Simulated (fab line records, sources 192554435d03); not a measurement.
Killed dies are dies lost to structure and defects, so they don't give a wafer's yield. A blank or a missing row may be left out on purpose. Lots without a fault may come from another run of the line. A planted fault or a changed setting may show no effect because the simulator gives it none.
Split-lot experiment | flow n5_finfet | 7 lots, 39 wafers read, on a route of 1938 steps

THE SPLIT
At N5_MOL_CONTACT_COAG_ALD_133 (deposits SiO2, target thk 5 nm, pulse time 1 s, co reactant pulse time 1 s), the setting ald_cycles was moved away from the recipe's 35 on 12 of the 39 wafers read, by -57.1% to +57.1%. The other wafers ran this setting at the recipe's value.

The reading is taken at the split's own step.

THE READING
SiO2_of_MOL_CONTACT_COAG_ALD_133.thk_nm (the simulator's own value, which no gauge read), in nm, at N5_MOL_CONTACT_COAG_ALD_133 (deposits SiO2, target thk 5 nm, pulse time 1 s, co reactant pulse time 1 s). The file gives no usual value for it.

wafer  | tool, chamber at the split | ald_cycles as run | against the recipe | SiO2_of_MOL_CONTACT_COAG_ALD_133.thk_nm, nm | against lot-mates on the recipe
L075.1 | ald_sin-01, 2,1,3          | 55                | +57.1%             | 7.8                                         | +2.8
L075.2 | ald_sin-01, 2,1,3          | 55                | +57.1%             | 7.8                                         | +2.8
L075.6 | ald_sin-01, 2,1,3          | 55                | +57.1%             | 7.8                                         | +2.8
L075.3 | ald_sin-01, 3,0,0          | 35                | recipe             | 5                                           | -
L075.4 | ald_sin-01, 3,0,0          | 35                | recipe             | 5                                           | -
L075.5 | ald_sin-01, 3,0,0          | 35                | recipe             | 5                                           | -
L077.1 | ald_sin-02, 1,3,2          | 35                | recipe             | 5                                           | -
L077.2 | ald_sin-02, 1,3,2          | 35                | recipe             | 5                                           | -
L077.3 | ald_sin-02, 1,3,2          | 35                | recipe             | 5                                           | -
L077.4 | ald_sin-02, 0,2,3          | 15                | -57.1%             | 2.2                                         | -2.8
L077.5 | ald_sin-02, 0,2,3          | 15                | -57.1%             | 2.2                                         | -2.8
L077.6 | ald_sin-02, 0,2,3          | 15                | -57.1%             | 2.2                                         | -2.8
L081.1 | ald_sin-01, 2,0,3,1,0,1    | 35                | recipe             | 5                                           | -
L081.2 | ald_sin-01, 2,0,3,1,0,1    | 35                | recipe             | 5                                           | -
L081.3 | ald_sin-01, 2,0,3,1,0,1    | 35                | recipe             | 5                                           | -
L081.4 | ald_sin-01, 2,0,3,1,0,1    | 35                | recipe             | 5                                           | -
L081.5 | ald_sin-01, 2,0,3,1,0,1    | 35                | recipe             | 5                                           | -
L081.6 | ald_sin-01, 2,0,3,1,0,1    | 35                | recipe             | 5                                           | -
L082.1 | ald_sin-02, 1,0,0          | 35                | recipe             | 5                                           | -
L082.3 | ald_sin-02, 1,0,0          | 35                | recipe             | 5                                           | -
L082.5 | ald_sin-02, 1,0,0          | 35                | recipe             | 5                                           | -
L091.1 | ald_sin-01, 1,0,3,2,0,3    | 35                | recipe             | 5                                           | -
L091.2 | ald_sin-01, 1,0,3,2,0,3    | 35                | recipe             | 5                                           | -
L091.3 | ald_sin-01, 1,0,3,2,0,3    | 35                | recipe             | 5                                           | -
L091.4 | ald_sin-01, 1,0,3,2,0,3    | 35                | recipe             | 5                                           | -
L091.5 | ald_sin-01, 1,0,3,2,0,3    | 35                | recipe             | 5                                           | -
L091.6 | ald_sin-01, 1,0,3,2,0,3    | 35                | recipe             | 5                                           | -
L094.1 | ald_sin-03, 3,2,0          | 35                | recipe             | 5                                           | -
L094.3 | ald_sin-03, 3,2,0          | 35                | recipe             | 5                                           | -
L094.4 | ald_sin-03, 3,2,0          | 35                | recipe             | 5                                           | -
L094.2 | ald_sin-03, 1              | 44                | +25.7%             | 6.4                                         | +1.4
L094.5 | ald_sin-03, 1,2            | 44                | +25.7%             | 6.2                                         | +1.2
L094.6 | ald_sin-03, 1,2            | 44                | +25.7%             | 6.2                                         | +1.2
L095.1 | ald_sin-02, 1,3,0          | 21                | -40.0%             | 3                                           | -2.0
L095.4 | ald_sin-02, 1,3,0          | 21                | -40.0%             | 3                                           | -2.0
L095.5 | ald_sin-02, 1,3,0          | 21                | -40.0%             | 3                                           | -2.0
L095.2 | ald_sin-02, 2,0,3          | 35                | recipe             | 5                                           | -
L095.3 | ald_sin-02, 2,0,3          | 35                | recipe             | 5                                           | -
L095.6 | ald_sin-02, 2,0,3          | 35                | recipe             | 5                                           | -
Where a row lists several chambers, the file gives one row for several wafers and doesn't say which wafer went through which chamber.

THE FIT
A straight line over all 39 wafers: SiO2_of_MOL_CONTACT_COAG_ALD_133.thk_nm changes by +0.0492 nm for each +1% of ald_cycles; r = +1.00; the points scatter about the line by 0.029 nm.
The same after taking each lot's own level away (the mean of its wafers on the recipe; 39 wafers): +0.0492 nm for each +1%; r = +1.00; scatter 0.029 nm.
On that fit, the largest move of ald_cycles shifts the reading by 2.8 nm.
The lots' own levels span 5.00 to 5.00 nm.
So the lot-to-lot level changes the slope little: the two slopes agree.
Check: with one of the wafers moved furthest among these (+57.1%) left out of the fit, the line predicts +2.81 nm for it against its lot-mates. It came out at +2.8 nm against them.

OTHER SPLITS ON THESE WAFERS
These wafers also went through other splits before the reading. Each is held against what the fit with the lots' levels taken away leaves over:
other split on the same wafers | wafers away from the commonest value | r with SiO2_of_MOL_CONTACT_COAG_ALD_133.thk_nm (lot level and that fit taken away)
N5_GATE_CUT_HM_DEP_46 time_s   | 9                                    | +0.22

THE FILE'S OWN FIT
SiO2_of_MOL_CONTACT_COAG_ALD_133.thk_nm changes by +0.0492 nm for each +1% of ald_cycles, r = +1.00.
